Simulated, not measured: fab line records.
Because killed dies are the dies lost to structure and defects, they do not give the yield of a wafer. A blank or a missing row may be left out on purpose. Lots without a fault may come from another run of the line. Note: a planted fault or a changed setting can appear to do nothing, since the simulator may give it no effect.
Which tool did it? | flow n5_finfet | Sampling: 24 lots, 72 wafers, 6 of 1938 route steps

## WHAT THE GAUGES SHOWED, per wafer
Not one reading of a measure or inspect step in the record can be checked against a usual standard deviation.

## WHICH TOOL RAN EACH LOT (tool, then ch and the chambers of the sampled wafers, then the start)
lot  | N5_BEOL_M2_HM_OPEN_17             | N5_BEOL_M2_DESCUM_33               | N5_BEOL_M2_SPUTTER_81        | N5_BEOL_M2_ANNEAL_82         | N5_BEOL_M2_ANNEAL_87         | N5_BEOL_M3_ILD_DEP_00
L074 | rie_metal-02 ch 1, day 6 17:39    | rie_diel-02 ch 1,2, day 6 18:25    | pvd_sputter-03, day 7 01:00  | pvd_sputter-03, day 7 01:05  | pvd_sputter-03, day 7 01:18  | pecvd-04 ch 1,2, day 7 04:00
L075 | rie_metal-01 ch 0,1, day 6 18:37  | rie_diel-02 ch 0,3, day 6 19:17    | pvd_sputter-02, day 6 23:32  | pvd_sputter-02, day 6 23:37  | pvd_sputter-02, day 6 23:50  | pecvd-02 ch 0,2, day 7 02:12
L076 | rie_metal-02 ch 0,1, day 6 23:49  | rie_diel-04 ch 1,2,3, day 7 00:46  | pvd_sputter-03, day 7 06:00  | pvd_sputter-03, day 7 06:05  | pvd_sputter-03, day 7 06:18  | pecvd-04 ch 0,1,2, day 7 08:37
L077 | rie_metal-03 ch 0,1, day 7 06:56  | rie_diel-01 ch 0,1,2, day 7 07:37  | pvd_sputter-02, day 7 13:46  | pvd_sputter-02, day 7 13:50  | pvd_sputter-02, day 7 14:04  | pecvd-04 ch 0,1, day 7 16:17
L078 | rie_metal-02 ch 0,1, day 8 09:19  | rie_diel-04 ch 1,2,3, day 8 10:19  | pvd_sputter-02, day 8 15:45  | pvd_sputter-02, day 8 15:50  | pvd_sputter-02, day 8 16:03  | pecvd-02 ch 0,2, day 8 18:12
L079 | rie_metal-02 ch 0,1, day 8 12:30  | rie_diel-04 ch 1,2, day 8 13:23    | pvd_sputter-02, day 8 17:50  | pvd_sputter-02, day 8 17:55  | pvd_sputter-02, day 8 18:08  | pecvd-03 ch 0,1,2, day 8 20:17
L080 | rie_metal-02 ch 0,1, day 8 13:11  | rie_diel-01 ch 0,1,3, day 8 13:59  | pvd_sputter-03, day 8 16:49  | pvd_sputter-03, day 8 16:54  | pvd_sputter-03, day 8 17:07  | pecvd-03 ch 0,2, day 8 19:17
L082 | rie_metal-01 ch 0,1, day 8 13:38  | rie_diel-02 ch 0,3, day 8 14:22    | pvd_sputter-02, day 8 20:20  | pvd_sputter-02, day 8 20:25  | pvd_sputter-02, day 8 20:38  | pecvd-02 ch 0,2, day 8 23:04
L081 | rie_metal-01 ch 0, day 8 15:43    | rie_diel-02 ch 0,1, day 8 16:20    | pvd_sputter-01, day 8 20:48  | pvd_sputter-01, day 8 20:53  | pvd_sputter-01, day 8 21:06  | pecvd-02 ch 0, day 8 23:46
L083 | rie_metal-03 ch 0,1, day 8 17:58  | rie_diel-01 ch 0,2,3, day 8 18:43  | pvd_sputter-01, day 9 04:16  | pvd_sputter-01, day 9 04:21  | pvd_sputter-01, day 9 04:34  | pecvd-04 ch 0,1,2, day 9 06:42
L084 | rie_metal-03 ch 1, day 8 19:32    | rie_diel-04 ch 1,3, day 8 20:11    | pvd_sputter-03, day 9 04:24  | pvd_sputter-03, day 9 04:29  | pvd_sputter-03, day 9 04:42  | pecvd-02 ch 0,1, day 9 06:50
L085 | rie_metal-03 ch 0,1, day 9 03:46  | rie_diel-01 ch 0,3, day 9 04:32    | pvd_sputter-02, day 9 07:22  | pvd_sputter-02, day 9 07:27  | pvd_sputter-02, day 9 07:40  | pecvd-02 ch 0,1,2, day 9 09:48
L086 | rie_metal-03 ch 1, day 9 17:41    | rie_diel-04 ch 0,3, day 9 18:36    | pvd_sputter-03, day 9 22:49  | pvd_sputter-03, day 9 22:54  | pvd_sputter-03, day 9 23:07  | pecvd-04 ch 0,1, day 10 01:17
L087 | rie_metal-02 ch 0,1, day 9 22:12  | rie_diel-02 ch 1,2,3, day 9 23:05  | pvd_sputter-02, day 10 04:08 | pvd_sputter-02, day 10 04:13 | pvd_sputter-02, day 10 04:26 | pecvd-02 ch 0,2, day 10 06:34
L088 | rie_metal-02 ch 0,1, day 9 22:47  | rie_diel-02 ch 1,2, day 9 23:22    | pvd_sputter-02, day 10 07:28 | pvd_sputter-02, day 10 07:32 | pvd_sputter-02, day 10 07:46 | pecvd-03 ch 1,2, day 10 09:54
L089 | rie_metal-03 ch 0,1, day 10 06:50 | rie_diel-02 ch 1,2,3, day 10 07:28 | pvd_sputter-03, day 11 00:21 | pvd_sputter-03, day 11 00:26 | pvd_sputter-03, day 11 00:39 | pecvd-03 ch 0,1,2, day 11 02:47
L090 | rie_metal-02 ch 0,1, day 10 11:55 | rie_diel-02 ch 0,2,3, day 10 13:08 | pvd_sputter-03, day 11 04:21 | pvd_sputter-03, day 11 04:26 | pvd_sputter-03, day 11 04:39 | pecvd-02 ch 0,2, day 11 06:49
L091 | rie_metal-01 ch 0,1, day 11 03:02 | rie_diel-04 ch 0,2,3, day 11 03:50 | pvd_sputter-01, day 11 07:29 | pvd_sputter-01, day 11 07:34 | pvd_sputter-01, day 11 07:47 | pecvd-03 ch 0,1,2, day 11 10:02
L092 | rie_metal-03 ch 0,1, day 11 03:19 | rie_diel-04 ch 0,1,3, day 11 04:04 | pvd_sputter-02, day 11 10:23 | pvd_sputter-02, day 11 10:28 | pvd_sputter-02, day 11 10:41 | pecvd-04 ch 0,1,2, day 11 12:55
L093 | rie_metal-01 ch 0,1, day 11 12:01 | rie_diel-04 ch 0,1,2, day 11 13:12 | pvd_sputter-03, day 11 17:15 | pvd_sputter-03, day 11 17:20 | pvd_sputter-03, day 11 17:33 | pecvd-04 ch 0,2, day 11 20:47
L094 | rie_metal-01 ch 0, day 11 16:20   | rie_diel-04 ch 0,2,3, day 11 17:10 | pvd_sputter-02, day 11 21:59 | pvd_sputter-02, day 11 22:04 | pvd_sputter-02, day 11 22:17 | pecvd-02 ch 0,2, day 12 00:31
L095 | rie_metal-01 ch 0,1, day 12 01:42 | rie_diel-02 ch 1,3, day 12 02:20   | pvd_sputter-01, day 12 05:16 | pvd_sputter-01, day 12 05:20 | pvd_sputter-01, day 12 05:34 | pecvd-03 ch 0,2, day 12 07:49
L096 | rie_metal-03 ch 0,1, day 12 02:12 | rie_diel-04 ch 1,2,3, day 12 03:02 | pvd_sputter-02, day 12 10:56 | pvd_sputter-02, day 12 11:01 | pvd_sputter-02, day 12 11:14 | pecvd-03 ch 1,2, day 12 13:22
L097 | rie_metal-02 ch 0,1, day 12 09:24 | rie_diel-04 ch 0,3, day 12 10:07   | pvd_sputter-02, day 12 17:41 | pvd_sputter-02, day 12 17:46 | pvd_sputter-02, day 12 17:59 | pecvd-02 ch 0,1, day 12 20:08
- N5_BEOL_M2_HM_OPEN_17: chemistry Cl2/BCl3, target TiN, target depth 20 nm, overetch 6 nm.
- N5_BEOL_M2_DESCUM_33: chemistry O2, time 7 s.
- N5_BEOL_M2_SPUTTER_81: material Cu, target thk 4.5 nm, time 8.29 s.
- N5_BEOL_M2_ANNEAL_82: time 240 s.
- N5_BEOL_M2_ANNEAL_87: time 240 s.
- N5_BEOL_M3_ILD_DEP_00: deposits SiOC from DEMS/O2, target thk 79 nm, time 15.3 s.

## AS READ BY THE TOOLS THEMSELVES (means over the sampled wafers that have a number; for cases with no such wafer, the mark the record gives instead)
N5_BEOL_M2_HM_OPEN_17.
lot  | tool         | drypump_motor_current_A (A) | mfc_ar_sccm (sccm) | oes_product_au (a.u.) | rf_fwd_power_W (W) | throttle_valve_pct (%)
L074 | rie_metal-02 | 5.7                         | 25.06              | 0.56                  | 993                | 22.25
L075 | rie_metal-01 | 5.8                         | 24.99              | 0.79                  | 992                | 22.26
L076 | rie_metal-02 | 5.2                         | 25.03              | 0.58                  | 994                | 22.07
L077 | rie_metal-03 | 5.7                         | 24.99              | 0.57                  | 992                | 22.32
L078 | rie_metal-02 | 5.4                         | 24.92              | 0.56                  | 993                | 22.17
L079 | rie_metal-02 | 5.4                         | 24.99              | 0.56                  | 995                | 22.18
L080 | rie_metal-02 | 5.4                         | 25.01              | 0.56                  | 996                | 22.16
L082 | rie_metal-01 | 5.8                         | 24.94              | 0.76                  | 997                | 22.28
L081 | rie_metal-01 | 6.1                         | 25.08              | 0.77                  | 985                | 21.92
L083 | rie_metal-03 | 5.7                         | 25.02              | 0.69                  | 995                | 22.28
L084 | rie_metal-03 | 5.5                         | 24.95              | 0.60                  | 999                | 22.46
L085 | rie_metal-03 | 5.8                         | 25.05              | 0.77                  | 994                | 22.12
L086 | rie_metal-03 | 5.6                         | 25.00              | 0.59                  | 995                | 22.46
L087 | rie_metal-02 | 5.2                         | 24.96              | 0.56                  | 993                | 22.09
L088 | rie_metal-02 | 5.4                         | 24.95              | 0.56                  | 997                | 22.18
L089 | rie_metal-03 | 5.8                         | 25.06              | 0.75                  | 994                | 22.14
L090 | rie_metal-02 | 5.2                         | 25.03              | 0.56                  | 989                | 22.09
L091 | rie_metal-01 | 5.9                         | 24.95              | 0.74                  | 994                | 22.29
L092 | rie_metal-03 | 5.9                         | 25.09              | 0.72                  | 993                | 22.16
L093 | rie_metal-01 | 5.8                         | 25.00              | 0.74                  | 994                | 22.29
L094 | rie_metal-01 | 6.1                         | 25.01              | 0.75                  | 987                | 21.92
L095 | rie_metal-01 | 6.0                         | 25.09              | 0.74                  | 990                | 22.10
L096 | rie_metal-03 | 5.7                         | 25.00              | 0.65                  | 992                | 22.31
L097 | rie_metal-02 | 5.2                         | 25.08              | 0.56                  | 994                | 22.09

N5_BEOL_M2_DESCUM_33.
lot  | tool        | drypump_motor_current_A (A) | o2_flow_sccm (sccm) | oes_product_au (a.u.) | rf_fwd_power_W (W) | rf_vpp_V (V) | showerhead_plenum_p_Torr (Torr) | throttle_valve_pct (%)
L074 | rie_diel-02 | 6.1                         | 225.1               | 0.76                  | 49.13              | 244.1        | 2.15                            | 20.49
L075 | rie_diel-02 | 5.2                         | 225.1               | 0.74                  | 49.35              | 243.5        | 2.10                            | 20.73
L076 | rie_diel-04 | 5.8                         | 224.9               | 0.79                  | 49.43              | 242.4        | 2.05                            | 20.54
L077 | rie_diel-01 | 5.3                         | 224.9               | 0.84                  | 49.61              | 243.6        | 2.11                            | 20.41
L078 | rie_diel-04 | 5.8                         | 225.0               | 0.79                  | 49.43              | 242.0        | 2.04                            | 20.55
L079 | rie_diel-04 | 6.0                         | 224.8               | 0.77                  | 49.50              | 242.8        | 2.07                            | 20.66
L080 | rie_diel-01 | 5.7                         | 225.0               | 0.84                  | 49.49              | 243.8        | 2.13                            | 20.25
L082 | rie_diel-02 | 5.4                         | 224.8               | 0.71                  | 49.56              | 244.5        | 2.13                            | 20.80
L081 | rie_diel-02 | 5.9                         | 224.0               | 0.72                  | 49.51              | 243.9        | 2.13                            | 20.78
L083 | rie_diel-01 | 5.5                         | 225.3               | 0.83                  | 49.49              | 243.7        | 2.09                            | 20.26
L084 | rie_diel-04 | 5.8                         | 224.6               | 0.72                  | 49.51              | 242.5        | 2.06                            | 20.85
L085 | rie_diel-01 | 5.9                         | 225.2               | 0.83                  | 49.16              | 243.3        | 2.11                            | 20.11
L086 | rie_diel-04 | 5.8                         | 225.4               | 0.74                  | 49.42              | 242.5        | 2.00                            | 20.71
L087 | rie_diel-02 | 5.8                         | 225.0               | 0.72                  | 49.48              | 242.7        | 2.10                            | 20.61
L088 | rie_diel-02 | 6.3                         | 225.8               | 0.73                  | 49.19              | 243.6        | 2.11                            | 20.59
L089 | rie_diel-02 | 5.8                         | 225.4               | 0.73                  | 49.39              | 244.0        | 2.10                            | 20.63
L090 | rie_diel-02 | 5.5                         | 224.9               | 0.80                  | 49.41              | 243.9        | 2.12                            | 20.56
L091 | rie_diel-04 | 6.1                         | 225.6               | 0.76                  | 49.39              | 241.7        | 2.00                            | 20.55
L092 | rie_diel-04 | 6.0                         | 225.2               | 0.71                  | 49.32              | 241.8        | 2.02                            | 20.82
L093 | rie_diel-04 | 6.3                         | 224.7               | 0.74                  | 49.35              | 242.3        | 2.03                            | 20.65
L094 | rie_diel-04 | 6.1                         | 225.1               | 0.75                  | 49.30              | 241.4        | 2.00                            | 20.56
L095 | rie_diel-02 | 5.5                         | 224.9               | 0.71                  | 49.18              | 243.5        | 2.06                            | 20.74
L096 | rie_diel-04 | 5.8                         | 225.5               | 0.75                  | 49.53              | 241.5        | 2.03                            | 20.59
L097 | rie_diel-04 | 6.3                         | 224.9               | 0.70                  | 49.37              | 241.9        | 1.99                            | 20.80

N5_BEOL_M2_SPUTTER_81.
lot  | tool           | throttle_valve_pct (%)
L074 | pvd_sputter-03 | 29.6
L075 | pvd_sputter-02 | 29.8
L076 | pvd_sputter-03 | 28.0
L077 | pvd_sputter-02 | 29.9
L078 | pvd_sputter-02 | 30.3
L079 | pvd_sputter-02 | 29.9
L080 | pvd_sputter-03 | 29.8
L082 | pvd_sputter-02 | 28.9
L081 | pvd_sputter-01 | 28.9
L083 | pvd_sputter-01 | 29.1
L084 | pvd_sputter-03 | 28.8
L085 | pvd_sputter-02 | 30.2
L086 | pvd_sputter-03 | 28.0
L087 | pvd_sputter-02 | 29.8
L088 | pvd_sputter-02 | 29.5
L089 | pvd_sputter-03 | 29.2
L090 | pvd_sputter-03 | 29.7
L091 | pvd_sputter-01 | 29.2
L092 | pvd_sputter-02 | 30.2
L093 | pvd_sputter-03 | 30.2
L094 | pvd_sputter-02 | 30.0
L095 | pvd_sputter-01 | 27.9
L096 | pvd_sputter-02 | 29.6
L097 | pvd_sputter-02 | 30.1

N5_BEOL_M2_ANNEAL_82.
lot  | tool           | heater_power_w (W)
L074 | pvd_sputter-03 | 884
L075 | pvd_sputter-02 | 833
L076 | pvd_sputter-03 | 751
L077 | pvd_sputter-02 | 859
L078 | pvd_sputter-02 | 916
L079 | pvd_sputter-02 | 889
L080 | pvd_sputter-03 | 833
L082 | pvd_sputter-02 | 880
L081 | pvd_sputter-01 | 824
L083 | pvd_sputter-01 | 827
L084 | pvd_sputter-03 | 790
L085 | pvd_sputter-02 | 839
L086 | pvd_sputter-03 | 757
L087 | pvd_sputter-02 | 834
L088 | pvd_sputter-02 | 918
L089 | pvd_sputter-03 | 799
L090 | pvd_sputter-03 | 877
L091 | pvd_sputter-01 | 791
L092 | pvd_sputter-02 | 906
L093 | pvd_sputter-03 | 857
L094 | pvd_sputter-02 | 886
L095 | pvd_sputter-01 | 825
L096 | pvd_sputter-02 | 835
L097 | pvd_sputter-02 | 955

N5_BEOL_M2_ANNEAL_87.
lot  | tool           | heater_power_w (W)
L074 | pvd_sputter-03 | 882
L075 | pvd_sputter-02 | 838
L076 | pvd_sputter-03 | 754
L077 | pvd_sputter-02 | 870
L078 | pvd_sputter-02 | 908
L079 | pvd_sputter-02 | 871
L080 | pvd_sputter-03 | 833
L082 | pvd_sputter-02 | 884
L081 | pvd_sputter-01 | 836
L083 | pvd_sputter-01 | 829
L084 | pvd_sputter-03 | 810
L085 | pvd_sputter-02 | 839
L086 | pvd_sputter-03 | 748
L087 | pvd_sputter-02 | 829
L088 | pvd_sputter-02 | 911
L089 | pvd_sputter-03 | 801
L090 | pvd_sputter-03 | 863
L091 | pvd_sputter-01 | 811
L092 | pvd_sputter-02 | 912
L093 | pvd_sputter-03 | 855
L094 | pvd_sputter-02 | 892
L095 | pvd_sputter-01 | 837
L096 | pvd_sputter-02 | 825
L097 | pvd_sputter-02 | 954

N5_BEOL_M3_ILD_DEP_00.
lot  | tool     | heater_power_w (W) | rf_fwd_power_W (W) | showerhead_plenum_p_Torr (Torr) | throttle_valve_pct (%)
L074 | pecvd-04 | 515                | 488.4              | 5.692                           | 11.6
L075 | pecvd-02 | 456                | 496.9              | 5.715                           | 11.6
L076 | pecvd-04 | 525                | 492.2              | 5.690                           | 11.6
L077 | pecvd-04 | 551                | 495.4              | 5.701                           | 11.4
L078 | pecvd-02 | 476                | 497.3              | 5.712                           | 11.5
L079 | pecvd-03 | 485                | 494.8              | 5.709                           | 11.7
L080 | pecvd-03 | 415                | 492.9              | 5.704                           | 12.0
L082 | pecvd-02 | 454                | 495.1              | 5.708                           | 11.6
L081 | pecvd-02 | 472                | 494.8              | 5.704                           | 12.4
L083 | pecvd-04 | 559                | 491.1              | 5.688                           | 11.5
L084 | pecvd-02 | 450                | 495.5              | 5.722                           | 12.4
L085 | pecvd-02 | 465                | 494.9              | 5.708                           | 11.9
L086 | pecvd-04 | 532                | 493.3              | 5.702                           | 11.7
L087 | pecvd-02 | 425                | 494.6              | 5.709                           | 12.2
L088 | pecvd-03 | 469                | 495.3              | 5.691                           | 11.5
L089 | pecvd-03 | 449                | 493.4              | 5.704                           | 11.7
L090 | pecvd-02 | 442                | 493.7              | 5.711                           | 12.3
L091 | pecvd-03 | 455                | 494.6              | 5.693                           | 11.9
L092 | pecvd-04 | 528                | 491.3              | 5.687                           | 11.3
L093 | pecvd-04 | 543                | 493.3              | 5.695                           | 11.6
L094 | pecvd-02 | 459                | 493.6              | 5.713                           | 12.2
L095 | pecvd-03 | 440                | 493.5              | 5.711                           | 11.9
L096 | pecvd-03 | 489                | 495.2              | 5.688                           | 11.5
L097 | pecvd-02 | 486                | 493.5              | 5.712                           | 12.5

## THE ANSWER, worked out from the rows above alone
Rule: usual is defined by the lots themselves. The widest of any qualifying gaps counts: lots, ordered by their means at a reading, are off when they make up no more than a third of the lots, leave a main group of 4 or more, and stand apart from it by 3 or more times the standard deviation of that group's means. The tables above print the reading to a certain number of digits; a main group whose means all agree to those digits is not used. A lot without any number at a reading at which 4 lots or more have one is off too. Where the step has rows for the other lots, those lots are counted as sound. Order of review: gauges by route order, followed by the tools' own readings, for which a lot's mean as printed above is used. At the first step where some lot is off, the reading lying furthest off is the one used; lots without a number count as furthest.
Across all readings shown, no lot is off: no conclusion can be drawn from this.

## WHAT THE SIMULATOR HAD INSERTED
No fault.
